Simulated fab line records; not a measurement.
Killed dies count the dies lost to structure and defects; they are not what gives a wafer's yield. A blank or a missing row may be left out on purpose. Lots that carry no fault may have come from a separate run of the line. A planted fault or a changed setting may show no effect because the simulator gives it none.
Matching of chambers + flow nand_harc + cmp-02 running NHARC_A_DECK1_JOINT_CMP_13: 4 sister chambers
The step polishes, target thk 51.023 nm. 8 wafers are shown with their chamber, then 9 later ones without.

WAFERS WITH THEIR CHAMBER
| wafer  | chamber | motor_current_A (A) | time_to_endpoint_s (s) |
|--------|---------|---------------------|------------------------|
| L082.5 | 3       | 10.0                | 6.9                    |
| L084.1 | 1       | 11.9                | 7.7                    |
| L085.2 | 1       | 11.9                | 7.5                    |
| L085.3 | 2       | 12.4                | 11.1                   |
| L085.6 | 0       | 11.1                | 11.0                   |
| L087.1 | 3       | 11.0                | 6.2                    |
| L087.2 | 0       | 11.7                | 8.6                    |
| L087.3 | 2       | 13.0                | 8.0                    |

WAFERS WITHOUT THEIR CHAMBER
| wafer  | motor_current_A (A) | time_to_endpoint_s (s) |
|--------|---------------------|------------------------|
| L094.1 | 9.9                 | 5.9                    |
| L094.2 | 11.3                | 10.4                   |
| L094.3 | 11.8                | 7.4                    |
| L096.1 | 13.3                | 8.9                    |
| L096.4 | 11.4                | 11.8                   |
| L096.6 | 11.5                | 12.2                   |
| L097.1 | 12.5                | 7.8                    |
| L097.3 | 10.4                | 8.6                    |
| L097.5 | 9.9                 | 6.6                    |

EACH ONE'S CHAMBER
| wafer  | from the rows above          | in truth |
|--------|------------------------------|----------|
| L094.1 | 3                            | 3        |
| L094.2 | can't be placed: 0 or 1      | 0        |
| L094.3 | can't be placed: 1 or 0      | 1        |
| L096.1 | can't be placed: 2 or 1      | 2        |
| L096.4 | can't be placed: 0 or 1 or 2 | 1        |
| L096.6 | can't be placed: 0 or 2 or 1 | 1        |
| L097.1 | can't be placed: 1 or 2 or 0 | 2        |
| L097.3 | can't be placed: 3 or 0 or 1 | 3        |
| L097.5 | 3                            | 3        |
2 of 9 placed correctly. Unplaceable from these rows: 7, with the true chamber sitting among the candidates in 7. Number placed wrongly: 0.
How it was worked out, from the rows above alone: a wafer's distance from a chamber is the root of the sum, over the readings, of the square of ((its reading less the chamber's mean) divided by the reading's scatter). The wafer belongs to the nearest chamber; if the next one is less than 2 further off, it can't be placed. For every chamber, the mean is computed from those of its wafers that are shown. The scatter: the root of (the sum of the squares of (reading less its chamber's mean) over the shown wafers, divided by (wafers less chambers)).
